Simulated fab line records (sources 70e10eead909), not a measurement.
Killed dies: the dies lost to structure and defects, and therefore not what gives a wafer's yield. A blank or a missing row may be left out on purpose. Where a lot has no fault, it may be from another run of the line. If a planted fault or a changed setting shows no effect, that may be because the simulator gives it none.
Which tool did it?    flow nand_harc    24 lots, 72 wafers sampled, at 6 steps of a route of 1159

WHAT THE GAUGES SHOWED, per wafer
No reading from a measuring or inspecting step in the record can be judged against a usual standard deviation.

EACH LOT AND THE TOOL THAT RAN IT (in order: tool; ch and the chambers of the sampled wafers; start)
lot   NHARC_A_STAIRCASE_TRIM_202                     NHARC_A_STAIRCASE_ETCH_227                     NHARC_A_STAIRCASE_TRIM_231                     NHARC_A_STAIRCASE_TRIM_233                     NHARC_A_STAIRCASE_HM_DEP_456   NHARC_A_STAIRCASE_ETCH_294
L074  rie_diel-02 ch 1,2,3, day 11 13:14 or earlier  rie_diel-12 ch 1,2, day 11 13:14 or earlier    rie_diel-12 ch 0,2, day 11 13:14 or earlier    rie_diel-12 ch 0,1, day 11 13:14 or earlier    acl_dep-03 ch 0, day 11 13:14  rie_diel-02 ch 2,3, no start
L076  rie_diel-12 ch 1,2,3, day 11 21:26 or earlier  rie_diel-11 ch 0,1, day 11 21:26 or earlier    rie_diel-11 ch 0,1,3, day 11 21:26 or earlier  rie_diel-11 ch 0,1, day 11 21:26 or earlier    acl_dep-01 ch 0, day 11 21:26  rie_diel-11 ch 0,1,3, no start
L075  rie_diel-11 ch 0,1,3, day 11 22:26 or earlier  rie_diel-11 ch 1,3, day 11 22:26 or earlier    rie_diel-12 ch 1,2, day 11 22:26 or earlier    rie_diel-12 ch 1,2,3, day 11 22:26 or earlier  acl_dep-03 ch 0, day 11 22:26  rie_diel-02 ch 0,3, no start
L077  rie_diel-11 ch 0,1,3, day 12 01:13 or earlier  rie_diel-12 ch 0,1,2, day 12 01:13 or earlier  rie_diel-12 ch 0,1,2, day 12 01:13 or earlier  rie_diel-12 ch 0,2, day 12 01:13 or earlier    acl_dep-01 ch 0, day 12 01:13  rie_diel-02 ch 0,2,3, no start
L078  rie_diel-02 ch 0,1,2, day 12 01:31 or earlier  rie_diel-02 ch 0,3, day 12 01:31 or earlier    rie_diel-02 ch 0,3, day 12 01:31 or earlier    rie_diel-02 ch 2,3, day 12 01:31 or earlier    acl_dep-03 ch 0, day 12 01:31  rie_diel-11 ch 0,1,2, no start
L079  rie_diel-02 ch 0,1,2, day 13 01:05 or earlier  rie_diel-02 ch 0,1,2, day 13 01:05 or earlier  rie_diel-02 ch 0,1,2, day 13 01:05 or earlier  rie_diel-02 ch 0,2,3, day 13 01:05 or earlier  acl_dep-01 ch 0, day 13 01:05  rie_diel-02 ch 0,2, no start
L080  rie_diel-11 ch 0,1, day 13 06:25 or earlier    rie_diel-12 ch 0,1, day 13 06:25 or earlier    rie_diel-02 ch 2,3, day 13 06:25 or earlier    rie_diel-02 ch 1,3, day 13 06:25 or earlier    acl_dep-03 ch 0, day 13 06:25  rie_diel-12 ch 0,1, no start
L082  rie_diel-11 ch 0,1, day 13 12:40 or earlier    rie_diel-11 ch 0,1,2, day 13 12:40 or earlier  rie_diel-11 ch 2,3, day 13 12:40 or earlier    rie_diel-11 ch 0,1, day 13 12:40 or earlier    acl_dep-03 ch 0, day 13 12:40  rie_diel-11 ch 0,1, no start
L081  rie_diel-12 ch 0,1,2, day 13 14:26 or earlier  rie_diel-12 ch 0,2,3, day 13 14:26 or earlier  rie_diel-12 ch 0,1, day 13 14:26 or earlier    rie_diel-12 ch 0,1,3, day 13 14:26 or earlier  acl_dep-02 ch 0, day 13 14:26  rie_diel-12 ch 0,3, no start
L084  rie_diel-11 ch 0,2,3, day 13 18:47 or earlier  rie_diel-11 ch 0,1,3, day 13 18:47 or earlier  rie_diel-11 ch 1,3, day 13 18:47 or earlier    rie_diel-11 ch 0,1, day 13 18:47 or earlier    acl_dep-01 ch 0, day 13 18:47  rie_diel-12 ch 1,2, no start
L083  rie_diel-02 ch 0,1,2, day 13 19:44 or earlier  rie_diel-02 ch 0,1,2, day 13 19:44 or earlier  rie_diel-02 ch 0,1,3, day 13 19:44 or earlier  rie_diel-02 ch 1,2,3, day 13 19:44 or earlier  acl_dep-03 ch 0, day 13 19:44  rie_diel-11 ch 0,2,3, no start
L085  rie_diel-11 ch 2,3, day 14 13:23 or earlier    rie_diel-11 ch 0,2, day 14 13:23 or earlier    rie_diel-11 ch 0,3, day 14 13:23 or earlier    rie_diel-11 ch 2,3, day 14 13:23 or earlier    acl_dep-01 ch 0, day 14 13:23  rie_diel-12 ch 1,2, no start
L087  rie_diel-11 ch 0,3, day 14 13:36 or earlier    rie_diel-11 ch 0,1,3, day 14 13:36 or earlier  rie_diel-02 ch 0,1, day 14 13:36 or earlier    rie_diel-02 ch 0,2, day 14 13:36 or earlier    acl_dep-02 ch 0, day 14 13:36  rie_diel-11 ch 2,3, no start
L086  rie_diel-11 ch 0,3, day 14 21:31 or earlier    rie_diel-11 ch 0,1,3, day 14 21:31 or earlier  rie_diel-12 ch 0,1, day 14 21:31 or earlier    rie_diel-12 ch 2,3, day 14 21:31 or earlier    acl_dep-01 ch 0, day 14 21:31  rie_diel-11 ch 1,2, no start
L089  rie_diel-12 ch 0,1,2, day 14 23:35 or earlier  rie_diel-11 ch 1,2,3, day 14 23:35 or earlier  rie_diel-11 ch 0,2, day 14 23:35 or earlier    rie_diel-11 ch 0,1, day 14 23:35 or earlier    acl_dep-02 ch 0, day 14 23:35  rie_diel-12 ch 0,1, no start
L088  rie_diel-12 ch 0,1,3, day 15 04:22 or earlier  rie_diel-11 ch 2,3, day 15 04:22 or earlier    rie_diel-12 ch 0,3, day 15 04:22 or earlier    rie_diel-12 ch 1,3, day 15 04:22 or earlier    acl_dep-03 ch 0, day 15 04:22  rie_diel-02 ch 0,2, no start
L090  rie_diel-12 ch 1,2, day 15 14:02 or earlier    rie_diel-11 ch 1,2, day 15 14:02 or earlier    rie_diel-11 ch 0,1,2, day 15 14:02 or earlier  rie_diel-11 ch 0,1,3, day 15 14:02 or earlier  acl_dep-03 ch 0, day 15 14:02  rie_diel-11 ch 0,1,3, no start
L091  rie_diel-11 ch 0,3, day 16 00:11 or earlier    rie_diel-02 ch 0,1, day 16 00:11 or earlier    rie_diel-12 ch 0,2,3, day 16 00:11 or earlier  rie_diel-12 ch 1,2, day 16 00:11 or earlier    acl_dep-01 ch 0, day 16 00:11  rie_diel-02 ch 1,3, no start
L092  rie_diel-02 ch 1,2,3, day 16 02:35 or earlier  rie_diel-12 ch 0,2,3, day 16 02:35 or earlier  rie_diel-02 ch 0,2,3, day 16 02:35 or earlier  rie_diel-02 ch 1,2,3, day 16 02:35 or earlier  acl_dep-02 ch 0, day 16 02:35  rie_diel-11 ch 0,2,3, no start
L094  rie_diel-11 ch 0,2,3, day 16 09:40 or earlier  rie_diel-12 ch 0,1,2, day 16 09:40 or earlier  rie_diel-11 ch 0,1,2, day 16 09:40 or earlier  rie_diel-11 ch 0,2,3, day 16 09:40 or earlier  acl_dep-03 ch 0, day 16 09:40  rie_diel-12 ch 0,1,2, no start
L095  rie_diel-11 ch 0,3, day 16 13:37 or earlier    rie_diel-02 ch 0,1, day 16 13:37 or earlier    rie_diel-11 ch 1,2,3, day 16 13:37 or earlier  rie_diel-11 ch 0,1,3, day 16 13:37 or earlier  acl_dep-02 ch 0, day 16 13:37  rie_diel-11 ch 1,2,3, no start
L093  rie_diel-11 ch 2,3, day 16 14:12 or earlier    rie_diel-12 ch 0,2,3, day 16 14:12 or earlier  rie_diel-02 ch 1,3, day 16 14:12 or earlier    rie_diel-02 ch 0,3, day 16 14:12 or earlier    acl_dep-01 ch 0, day 16 14:12  rie_diel-02 ch 0,2, no start
L097  rie_diel-11 ch 0,2, day 17 12:04 or earlier    rie_diel-02 ch 1,2,3, day 17 12:04 or earlier  rie_diel-11 ch 1,2,3, day 17 12:04 or earlier  rie_diel-11 ch 0,1,2, day 17 12:04 or earlier  acl_dep-01 ch 0, day 17 12:04  rie_diel-11 ch 1,3, no start
L096  rie_diel-02 ch 0,3, day 17 12:14 or earlier    rie_diel-11 ch 1,2,3, day 17 12:14 or earlier  rie_diel-02 ch 0,2,3, day 17 12:14 or earlier  rie_diel-02 ch 2,3, day 17 12:14 or earlier    acl_dep-03 ch 0, day 17 12:14  rie_diel-12 ch 2,3, no start
- NHARC_A_STAIRCASE_TRIM_202: chemistry O2, time 211.2 s.
- NHARC_A_STAIRCASE_ETCH_227: etches the open film in C4F8/O2, target depth 100 nm, time 40.5 s.
- NHARC_A_STAIRCASE_TRIM_231: chemistry O2, time 211.2 s.
- NHARC_A_STAIRCASE_TRIM_233: chemistry O2, time 211.2 s.
- NHARC_A_STAIRCASE_HM_DEP_456: deposits aC, target thk 1500 nm.
- NHARC_A_STAIRCASE_ETCH_294: etches the open film in C4F8/O2/Ar, target depth 4992 nm, time 1212.4 s.

WHAT THE TOOLS THEMSELVES READ (means of the sampled wafers that have a number; where no wafer has one, the mark that the record gives instead)
NHARC_A_STAIRCASE_TRIM_202. Usual: drypump_motor_current_A 6.0 A, standard deviation 0.51; oes_product_au 1.003 a.u., standard deviation 0.01; rf_vpp_V 57.6 V, standard deviation 0.9; showerhead_plenum_p_Torr 3.47 Torr, standard deviation 0.14; throttle_valve_pct 17.036 %, standard deviation 0.009.
lot   tool         drypump_motor_current_A (A)  oes_product_au (a.u.)  rf_vpp_V (V)  showerhead_plenum_p_Torr (Torr)  throttle_valve_pct (%)  flag
L074  rie_diel-02  6.1                          0.999                  57.1          3.47                             17.040                  
L076  rie_diel-12  5.6                          0.992                  57.2          3.47                             17.029                  
L075  rie_diel-11  6.0                          1.005                  58.3          3.46                             17.029                  
L077  rie_diel-11  6.0                          1.005                  57.3          3.46                             17.038                  
L078  rie_diel-02  6.2                          1.000                  57.7          3.40                             17.043                  
L079  rie_diel-02  6.2                          1.000                  57.6          3.40                             17.040                  
L080  rie_diel-11  5.9                          1.014                  57.4          3.40                             17.047                  
L082  rie_diel-11  5.9                          0.999                  57.6          3.40                             17.045                  
L081  rie_diel-12  5.9                          1.009                  58.3          3.49                             17.041                  
L084  rie_diel-11  6.1                          1.006                  57.6          3.37                             17.030                  
L083  rie_diel-02  6.2                          1.000                  57.2          3.39                             17.039                  
L085  rie_diel-11  6.1                          1.012                  57.7          3.41                             17.042                  
L087  rie_diel-11  6.3                          1.011                  57.8          3.32                             17.043                  
L086  rie_diel-11  6.4                          1.021                  57.8          3.37                             17.032                  
L089  rie_diel-12  5.9                          1.002                  57.2          3.48                             17.038                  
L088  rie_diel-12  6.0                          0.998                  57.7          3.49                             17.026                  
L090  rie_diel-12  5.6                          1.003                  58.5          3.44                             17.037                  
L091  rie_diel-11  6.3                          1.018                  57.0          3.31                             17.034                  
L092  rie_diel-02  6.1                          1.005                  58.6          3.64                             17.036                  
L094  rie_diel-11  6.1                          1.021                  57.2          3.35                             17.029                  
L095  rie_diel-11  6.4                          1.005                  57.1          3.36                             17.043                  
L093  rie_diel-11  5.8                          1.013                  57.2          3.40                             17.037                  
L097  rie_diel-11  6.0                          0.999                  57.8          3.66                             17.038                  
L096  rie_diel-02  6.3                          0.998                  57.9          3.57                             17.031                  

NHARC_A_STAIRCASE_ETCH_227. Usual: bias_w 1000.3 W, standard deviation 3; oes_product_au 0.943 a.u., standard deviation 0.0099; rf_vpp_V 894 V, standard deviation 5.1.
lot   tool         bias_w (W)  oes_product_au (a.u.)  rf_vpp_V (V)  flag
L074  rie_diel-12  999.3       0.937                  894           
L076  rie_diel-11  1000.5      0.939                  891           
L075  rie_diel-11  998.3       0.933                  898           
L077  rie_diel-12  998.8       0.954                  894           
L078  rie_diel-02  998.4       0.940                  897           
L079  rie_diel-02  1002.1      0.943                  890           
L080  rie_diel-12  1000.5      0.939                  897           
L082  rie_diel-11  996.8       0.944                  893           
L081  rie_diel-12  999.0       0.942                  892           
L084  rie_diel-11  1001.3      0.946                  894           
L083  rie_diel-02  1001.6      0.950                  891           
L085  rie_diel-11  999.6       0.944                  890           
L087  rie_diel-11  998.1       0.940                  893           
L086  rie_diel-11  1001.7      0.953                  893           
L089  rie_diel-11  1002.3      0.948                  894           
L088  rie_diel-11  997.8       0.948                  891           
L090  rie_diel-11  999.3       0.938                  897           
L091  rie_diel-02  999.6       0.928                  894           
L092  rie_diel-12  1002.3      0.945                  892           
L094  rie_diel-12  1002.4      0.954                  894           
L095  rie_diel-02  1001.1      0.927                  893           
L093  rie_diel-12  1003.5      0.950                  892           
L097  rie_diel-02  1000.6      0.934                  900           
L096  rie_diel-11  1001.6      0.940                  893           

NHARC_A_STAIRCASE_TRIM_231. Usual: drypump_motor_current_A 6.0 A, standard deviation 0.52; oes_product_au 1.000 a.u., standard deviation 0.0095; rf_vpp_V 57.6 V, standard deviation 0.87; showerhead_plenum_p_Torr 3.47 Torr, standard deviation 0.13; throttle_valve_pct 17.036 %, standard deviation 0.0079.
lot   tool         drypump_motor_current_A (A)  oes_product_au (a.u.)  rf_vpp_V (V)  showerhead_plenum_p_Torr (Torr)  throttle_valve_pct (%)  flag
L074  rie_diel-12  6.0                          1.002                  58.0          3.42                             17.039                  
L076  rie_diel-11  6.0                          1.004                  57.3          3.46                             17.033                  
L075  rie_diel-12  5.5                          0.999                  57.3          3.53                             17.039                  
L077  rie_diel-12  5.9                          1.010                  57.5          3.49                             17.038                  
L078  rie_diel-02  6.4                          0.995                  57.3          3.52                             17.033                  
L079  rie_diel-02  6.2                          0.999                  57.0          3.40                             17.030                  
L080  rie_diel-02  5.6                          0.997                  57.5          3.40                             17.031                  
L082  rie_diel-11  5.9                          1.012                  57.0          3.41                             17.034                  
L081  rie_diel-12  6.3                          0.997                  56.9          3.52                             17.040                  
L084  rie_diel-11  5.7                          0.999                  57.4          3.57                             17.036                  
L083  rie_diel-02  6.5                          0.997                  59.0          3.53                             17.048                  
L085  rie_diel-11  6.3                          1.011                  57.0          3.32                             17.040                  
L087  rie_diel-02  6.6                          1.005                  57.7          3.45                             17.034                  
L086  rie_diel-12  5.8                          1.002                  58.1          3.55                             17.038                  
L089  rie_diel-11  5.7                          0.996                  57.3          3.36                             17.036                  
L088  rie_diel-12  6.4                          1.001                  57.1          3.45                             17.031                  
L090  rie_diel-11  5.7                          0.998                  58.3          3.43                             17.034                  
L091  rie_diel-12  6.1                          0.991                  57.6          3.41                             17.030                  
L092  rie_diel-02  6.1                          0.985                  58.3          3.63                             17.040                  
L094  rie_diel-11  5.7                          0.998                  57.7          3.43                             17.041                  
L095  rie_diel-11  5.7                          1.001                  57.1          3.48                             17.040                  
L093  rie_diel-02  6.5                          1.000                  57.3          3.52                             17.044                  
L097  rie_diel-11  5.7                          0.996                  57.8          3.47                             17.034                  
L096  rie_diel-02  6.0                          1.004                  57.0          3.62                             17.032                  

NHARC_A_STAIRCASE_TRIM_233. Usual: drypump_motor_current_A 6.0 A, standard deviation 0.51; oes_product_au 1.001 a.u., standard deviation 0.0088; rf_vpp_V 57.6 V, standard deviation 0.85; showerhead_plenum_p_Torr 3.48 Torr, standard deviation 0.15; throttle_valve_pct 17.036 %, standard deviation 0.0089.
lot   tool         drypump_motor_current_A (A)  oes_product_au (a.u.)  rf_vpp_V (V)  showerhead_plenum_p_Torr (Torr)  throttle_valve_pct (%)  flag
L074  rie_diel-12  5.8                          1.002                  57.2          3.57                             17.032                  
L076  rie_diel-11  5.9                          1.004                  57.7          3.41                             17.032                  
L075  rie_diel-12  5.6                          1.000                  58.2          3.47                             17.040                  
L077  rie_diel-12  6.3                          1.005                  58.0          3.45                             17.035                  
L078  rie_diel-02  5.7                          0.991                  57.3          3.40                             17.032                  
L079  rie_diel-02  6.0                          1.003                  57.8          3.46                             17.031                  
L080  rie_diel-02  6.4                          1.003                  58.0          3.60                             17.035                  
L082  rie_diel-11  5.6                          0.996                  57.4          3.53                             17.032                  
L081  rie_diel-12  6.0                          1.000                  57.3          3.50                             17.038                  
L084  rie_diel-11  5.6                          1.000                  58.3          3.53                             17.035                  
L083  rie_diel-02  6.1                          0.994                  57.9          3.46                             17.028                  
L085  rie_diel-11  6.1                          1.009                  58.0          3.41                             17.030                  
L087  rie_diel-02  5.8                          1.007                  57.3          3.32                             17.037                  
L086  rie_diel-12  5.8                          0.992                  58.2          3.40                             17.038                  
L089  rie_diel-11  5.9                          0.997                  58.5          3.39                             17.046                  
L088  rie_diel-12  5.7                          0.994                  57.8          3.48                             17.032                  
L090  rie_diel-11  6.0                          1.007                  57.5          3.44                             17.038                  
L091  rie_diel-12  5.5                          1.008                  57.6          3.44                             17.035                  
L092  rie_diel-02  6.1                          1.006                  58.8          3.64                             17.034                  
L094  rie_diel-11  6.1                          1.003                  56.8          3.35                             17.040                  
L095  rie_diel-11  6.0                          1.004                  57.0          3.43                             17.043                  
L093  rie_diel-02  6.3                          0.985                  58.6          3.58                             17.041                  
L097  rie_diel-11  5.7                          1.004                  57.5          3.60                             17.033                  
L096  rie_diel-02  5.9                          0.999                  58.5          3.69                             17.044                  

NHARC_A_STAIRCASE_HM_DEP_456. Usual: throttle_valve_pct 35.000 %, standard deviation 0.0089.
lot   tool        throttle_valve_pct (%)  flag
L074  acl_dep-03  35.000                  
L076  acl_dep-01  34.998                  
L075  acl_dep-03  35.001                  
L077  acl_dep-01  34.990                  
L078  acl_dep-03  35.001                  
L079  acl_dep-01  34.997                  
L080  acl_dep-03  35.007                  
L082  acl_dep-03  34.986                  
L081  acl_dep-02  34.999                  
L084  acl_dep-01  35.004                  
L083  acl_dep-03  34.996                  
L085  acl_dep-01  35.004                  
L087  acl_dep-02  34.993                  
L086  acl_dep-01  35.002                  
L089  acl_dep-02  35.001                  
L088  acl_dep-03  34.999                  
L090  acl_dep-03  34.995                  
L091  acl_dep-01  35.005                  
L092  acl_dep-02  35.001                  
L094  acl_dep-03  35.001                  
L095  acl_dep-02  34.997                  
L093  acl_dep-01  35.000                  
L097  acl_dep-01  35.009                  
L096  acl_dep-03  35.002                  

NHARC_A_STAIRCASE_ETCH_294. Usual: bias_w 3000 W, standard deviation 8.7; oes_product_au 0.937 a.u., standard deviation 0.012; rf_vpp_V 1823 V, standard deviation 11.
lot   tool         bias_w (W)  oes_product_au (a.u.)  rf_vpp_V (V)  flag
L074  rie_diel-02  2996        0.928                  1827          
L076  rie_diel-11  3001        0.945                  1820          
L075  rie_diel-02  2992        0.932                  1831          
L077  rie_diel-02  2999        0.946                  1821          
L078  rie_diel-11  3001        0.943                  1821          
L079  rie_diel-02  2995        0.926                  1812          
L080  rie_diel-12  3000        0.942                  1829          
L082  rie_diel-11  2999        0.930                  1817          
L081  rie_diel-12  3001        0.939                  1820          
L084  rie_diel-12  3006        0.953                  1821          
L083  rie_diel-11  2998        0.930                  1814          
L085  rie_diel-12  3009        0.934                  1821          
L087  rie_diel-11  2994        0.933                  1819          
L086  rie_diel-11  2995        0.955                  1828          
L089  rie_diel-12  3003        0.939                  1826          
L088  rie_diel-02  2996        0.933                  1838          
L090  rie_diel-11  3004        0.944                  1821          
L091  rie_diel-02  3013        0.918                  1832          
L092  rie_diel-11  3001        0.944                  1813          
L094  rie_diel-12  2997        0.945                  1821          
L095  rie_diel-11  2994        0.944                  1823          
L093  rie_diel-02  2995        0.934                  1837          
L097  rie_diel-11  3003        0.941                  1823          
L096  rie_diel-12  3000        0.940                  1817          

THE ANSWER, worked out from the rows above alone
Rule: take the mean of a lot's wafers that have a number; if it is more than 3 standard deviations from the usual mean, the lot is off. A lot without any number at a reading at which 4 lots or more have one is off too. The other lots that the step has rows for count as sound. Order of review: gauges by route order, followed by the tools' own readings, for which a lot's mean as printed above is used. The first step at which some lot is off is used, and at that step the reading that is off furthest; a lot without a number counts as furthest.
Nothing can be told from this: no lot is off at any reading shown.

WHAT WAS PUT IN BY THE SIMULATOR
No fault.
